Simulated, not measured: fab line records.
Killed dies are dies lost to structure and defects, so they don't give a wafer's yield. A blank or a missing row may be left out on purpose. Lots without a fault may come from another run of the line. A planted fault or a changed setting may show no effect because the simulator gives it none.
Which tool is to blame? + flow nand-harc + 12 lots, 36 wafers sampled, at 2 steps of a route of 1159

WHAT THE GAUGES READ, wafer by wafer
NHARC_P_CONTACT_CD_MEAS_12: target cd 90 nm.
| lot  | measured     | on        | cd-nm (nm)     |
|------|--------------|-----------|----------------|
| L075 | day 5 21:25  | cd-sem-03 | 90.2 89.8 90.2 |
| L076 | day 5 23:56  | cd-sem-02 | 90.4 91.6 89.5 |
| L078 | day 6 13:35  | cd-sem-01 | 90.3 90.5 90.2 |
| L081 | day 7 07:42  | cd-sem-03 | 91.7 91.3 92.0 |
| L084 | day 8 01:20  | cd-sem-03 | 91.3 90.3 91.3 |
| L085 | day 9 00:08  | cd-sem-03 | 91.6 89.7 91.0 |
| L086 | day 9 01:59  | cd-sem-01 | 90.3 90.3 90.3 |
| L089 | day 9 17:14  | cd-sem-03 | 91.2 90.8 90.8 |
| L091 | day 9 21:47  | cd-sem-03 | 91.0 91.5 90.9 |
| L093 | day 10 12:54 | cd-sem-01 | 90.7 90.7 91.3 |
| L094 | day 10 14:00 | cd-sem-03 | 90.8 91.4 91.8 |
| L097 | day 11 04:40 | cd-sem-01 | 90.8 90.6 90.2 |

EACH LOT AND THE TOOL THAT RAN IT (in order: tool; ch and the chambers of the sampled wafers; start)
| lot  | NHARC_P_GATE_STRIP_76                |
|------|--------------------------------------|
| L075 | plasma-asher-01 ch 0,1, day 5 15:41  |
| L076 | plasma-asher-01 ch 0,1, day 5 18:28  |
| L078 | plasma-asher-02 ch 0,1, day 6 07:17  |
| L081 | plasma-asher-01 ch 0,1, day 7 02:10  |
| L084 | plasma-asher-01 ch 0,1, day 7 19:52  |
| L085 | plasma-asher-01 ch 0,1, day 8 18:04  |
| L086 | plasma-asher-01 ch 0,1, day 8 19:38  |
| L089 | plasma-asher-01 ch 0,1, day 9 11:28  |
| L091 | plasma-asher-02 ch 1, day 9 16:26    |
| L093 | plasma-asher-02 ch 0,1, day 10 07:21 |
| L094 | plasma-asher-01 ch 0,1, day 10 07:56 |
| L097 | plasma-asher-02 ch 0,1, day 10 23:05 |
- NHARC_P_GATE_STRIP_76: strips in O2.

THE ANSWER, worked out from the rows above alone
Rule: the lots themselves supply what counts as usual. Put in order of their means at a reading, lots are off if they are a third of the lots or fewer, leave a main group of 4 or more, and stand apart from it by a gap of 3 or more times the standard deviation of the main group's means; of several such gaps the widest counts. A main group is skipped when, at the precision printed for the reading in the tables above, its means are all equal. Also off: a lot with no number at a reading for which 4 or more lots have one. All remaining lots with rows at the step are treated as sound.
Across all readings shown, no lot is off: no conclusion can be drawn from this.

WHAT WAS PUT IN BY THE SIMULATOR
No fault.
